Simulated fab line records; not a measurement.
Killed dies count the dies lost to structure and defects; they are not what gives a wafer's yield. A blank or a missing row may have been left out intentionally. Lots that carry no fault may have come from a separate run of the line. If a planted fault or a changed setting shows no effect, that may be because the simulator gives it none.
A lot that was struck, set against a sound lot || flow nandHarc || 15 steps out of a route of 1159
Sound: the wafers L567.2, L567.3, L567.4. Wafers struck: L571.1, L571.2, L571.3. The cause is named last.
At each step with rows: each side's tool, then ch and its chambers, then its first start. Under that, the readings that differ: sound wafers || struck wafers || difference of the means || sigmas: that difference in standard deviations of wafers without a fault.
alike: same words and numbers on both sides, and readings whose means sit less than 2 such deviations apart. not compared: any withheld reading, any reading some wafer has no value for, any bound like >300 that may hide the same value, and any number with overlapping values for which the record gives no deviation.
The two part at a step that has a row with sigmas, a row that says differs or no value, or rows on one side only. Non-overlapping numbers with no deviation appear without sigmas and do not part them. Lack of a reading on every wafer of one side parts them only where that side has two or more wafers.

first, 7 steps without rows for these wafers: NHARC_A_BONDPAD_COAT_33 (time 65 s); NHARC_A_BONDPAD_COAT_03 (resist thk 600 nm); NHARC_A_BONDPAD_SOFTBAKE_04 (time 70 s); NHARC_A_BONDPAD_EBR_05; NHARC_A_BONDPAD_EXPOSE_06 (exposes mask A BPAD); NHARC_A_BONDPAD_PEB_07 (peb time 80 s); NHARC_A_BONDPAD_DEVELOP_08 (time 50 s).
NHARC_A_BONDPAD_CD_MEAS_09 targets a cd of 500 nm.
  sound on cdSem-02 ch 0, day 20 06:52; struck on cdSem-02 ch 0, day 21 06:09
  alike: cdNm
NHARC_A_BONDPAD_OVL_MEAS_35:
  sound on overlay-02, day 20 06:57; struck on overlay-01, day 21 06:14
  alike: overlayXNm, overlayYNm
then, 1 step without rows for these wafers: NHARC_A_BONDPAD_HARDBAKE_10 (time 65 s).
NHARC_A_BONDPAD_DESCUM_11: chemistry O2, time 3 s.
  sound on rieDiel-12 ch 0,2,3, day 20 07:04; struck on rieDiel-09 ch 0,1,3, day 21 06:22
{"reading": "rfHoursCounterH (h)", "sound": "23 28 28", "struck": "2 2 2", "difference": -24, "sigmas": ""}
  alike: drypumpMotorCurrentA, oesProductAu, rfVppV, showerheadPlenumPTorr, throttleValvePct
NHARC_A_BONDPAD_ETCH_34: etches the open film in N2/H2, target depth 60 nm, overetch 18 nm, time 65.91 s.
  sound on rieDiel-12 ch 0,1,2, day 20 07:17; struck on rieDiel-09 ch 1,2,3, day 21 06:28
{"reading": "rfHoursCounterH (h)", "sound": "23 29 28", "struck": "2 2 2", "difference": -25, "sigmas": ""}
  alike: biasW, chamberPressureMTorr, drypumpMotorCurrentA, oesProductAu, rfVppV, showerheadPlenumPTorr, throttleValvePct
NHARC_A_BONDPAD_ETCH_12: etches the open film in CHF3/O2, target depth 220 nm, time 110 s.
  sound on rieDiel-12 ch 0,1,3, day 20 07:23; struck on rieDiel-09 ch 0,1,3, day 21 06:34
  no value came back on the struck wafers for any of 8 readings (biasW (W), chamberPressureMTorr (mTorr) and others); on the sound wafers biasW (W) reads 199.8 200.0 199.4
NHARC_A_BONDPAD_CD_MEAS_13:
  sound on cdSem-02, day 20 07:32; struck on cdSem-01, day 21 06:42
  alike: cdNm
NHARC_END_SORT_01:
  sound on prober-02 ch 0, day 22 15:41; struck on prober-02 ch 0, day 23 06:28
{"reading": "defectLimitedYield (%)", "sound": "95.4 96.8 95.1", "struck": "0 0 0", "difference": -96, "sigmas": -74}
{"reading": "killedAtArray", "sound": "24 21 31", "struck": "675 675 674", "difference": "+649", "sigmas": "+77"}
{"reading": "killedDies", "sound": "31 22 33", "struck": "677 677 677", "difference": "+648", "sigmas": "+72"}
{"reading": "sort_bin_2_pct (%)", "sound": "1.2 0.9 1.9", "struck": "97.3 97.0 96.6", "difference": "+95.6", "sigmas": "+99 or more"}
{"reading": "sortNPass", "sound": "646 655 644", "struck": "0 0 0", "difference": -648, "sigmas": -72}
{"reading": "sortRimYieldPct (%)", "sound": "94.3 96.2 96.2", "struck": "0 0 0", "difference": -96, "sigmas": -43}
{"reading": "sortYieldPct (%)", "sound": "95.4 96.8 95.1", "struck": "0 0 0", "difference": -96, "sigmas": -74}
  alike: killedAtOther, killedAtPeriphery, killedOpen, killedShort, sort_bin_3_pct, sort_bin_4_pct

== WHERE THEY PART ==
At NHARC_A_BONDPAD_ETCH_12 first; at NHARC_END_SORT_01 last (within this record only).

WHY: whatever the simulator had introduced
Skipped step whole: rieDiel-09, from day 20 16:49 on, at NHARC_A_BONDPAD_ETCH_12. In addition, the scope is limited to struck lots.
